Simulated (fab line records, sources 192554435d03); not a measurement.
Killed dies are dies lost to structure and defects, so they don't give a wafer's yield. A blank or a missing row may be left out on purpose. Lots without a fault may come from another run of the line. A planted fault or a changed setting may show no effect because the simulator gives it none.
Split-lot experiment | flow n5_finfet | 7 lots, 21 wafers read, on a route of 1938 steps

THE SPLIT
At N5_BEOL_M15_ILD_DEP_00 (deposits SiO2 from TEOS/O2, target thk 1629.3 nm, time 346.1 s), the setting time_s was moved away from the recipe's 346.1 s on 4 of the 21 wafers read, by -14.7% to -8.5%. The other wafers ran this setting at the recipe's value.

The file shows no step between the split and the reading.

THE READING
M15_ILD_THK, in nm, at N5_BEOL_M15_THK_MEAS_01. Fault-free wafers of this fab line usually give 1616 nm, standard deviation 22 nm.

wafer  | tool, chamber at the split | time_s as run, s | against the recipe | M15_ILD_THK, nm | against lot-mates on the recipe
L076.1 | pecvd-03, 0                | 346.1            | recipe             | 1575            | -
L076.4 | pecvd-03, 2                | 346.1            | recipe             | 1630            | -
L076.5 | pecvd-03, 1                | 346.1            | recipe             | 1626            | -
L077.1 | pecvd-03, 1                | 295.2            | -14.7%             | 1361            | -237
L077.2 | pecvd-03, 2                | 346.1            | recipe             | 1576            | -
L077.4 | pecvd-03, 2                | 346.1            | recipe             | 1620            | -
L079.3 | pecvd-01, 1                | 346.1            | recipe             | 1600            | -
L079.4 | pecvd-01, 1                | 346.1            | recipe             | 1623            | -
L079.5 | pecvd-01, 0                | 346.1            | recipe             | 1657            | -
L089.2 | pecvd-04, 2                | 346.1            | recipe             | 1617            | -
L089.3 | pecvd-04, 1                | 346.1            | recipe             | 1595            | -
L089.6 | pecvd-04, 2                | 346.1            | recipe             | 1650            | -
L091.3 | pecvd-01, 0                | 346.1            | recipe             | 1622            | -
L091.5 | pecvd-01, 0                | 346.1            | recipe             | 1645            | -
L091.6 | pecvd-01, 2                | 346.1            | recipe             | 1665            | -
L090.1 | pecvd-04, 1                | 316.8            | -8.5%              | 1461            | -165
L090.4 | pecvd-04, 0                | 316.8            | -8.5%              | 1483            | -143
L090.5 | pecvd-04, 2                | 346.1            | recipe             | 1626            | -
L093.1 | pecvd-03, 0                | 346.1            | recipe             | 1584            | -
L093.2 | pecvd-03, 2                | 346.1            | recipe             | 1595            | -
L093.3 | pecvd-03, 1                | 308.4            | -10.9%             | 1445            | -144

THE FIT
A straight line over all 21 wafers: M15_ILD_THK changes by +17 nm for each +1% of time_s; r = +0.95; the points scatter about the line by 26 nm.
The same after taking each lot's own level away (the mean of its wafers on the recipe; 21 wafers): +16 nm for each +1%; r = +0.96; scatter 22 nm.
On that fit, the largest move of time_s shifts the reading by 2.4e+02 nm.
The lots' own levels span 1589.5 to 1644.0 nm, that is 2.5 times the standard deviation above.
So the lot-to-lot level changes the slope little: the two slopes agree.
Check: with one of the wafers moved furthest among these (-14.7%) left out of the fit, the line predicts -234 nm for it against its lot-mates. It came out at -237 nm against them.

THE WHOLE CHAIN: every reading that the file lists as answering this split, in the file's order
step                    | what it does                                                   | reading                                                                             | change (the file's fit)              | r (the file's)
N5_BEOL_M15_ILD_DEP_00  | deposits SiO2 from TEOS/O2, target thk 1629.3 nm, time 346.1 s | SiO2_of_BEOL_M15_ILD_DEP_00.thk_nm (the simulator's own value, which no gauge read) | +15.6 nm for each +1% of the setting | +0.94
N5_BEOL_M15_THK_MEAS_01 |                                                                | M15_ILD_THK                                                                         | +15.7 for each +1% of the setting    | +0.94
N5_BEOL_M15_VIA_ETCH_16 | etches SiO2 in C4F8/O2/Ar, target depth 1792.2 nm              | etch.depth_nm (the simulator's own value, which no gauge read)                      | +15.6 nm for each +1% of the setting | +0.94
N5_BEOL_M15_VIA_ETCH_16 | etches SiO2 in C4F8/O2/Ar, target depth 1792.2 nm              | coat_of_BEOL_M15_COAT_04.thk_nm (the simulator's own value, which no gauge read)    | -3.99 nm for each +1% of the setting | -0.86

THE FILE'S OWN FIT
M15_ILD_THK changes by +15.7 nm for each +1% of time_s, r = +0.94.
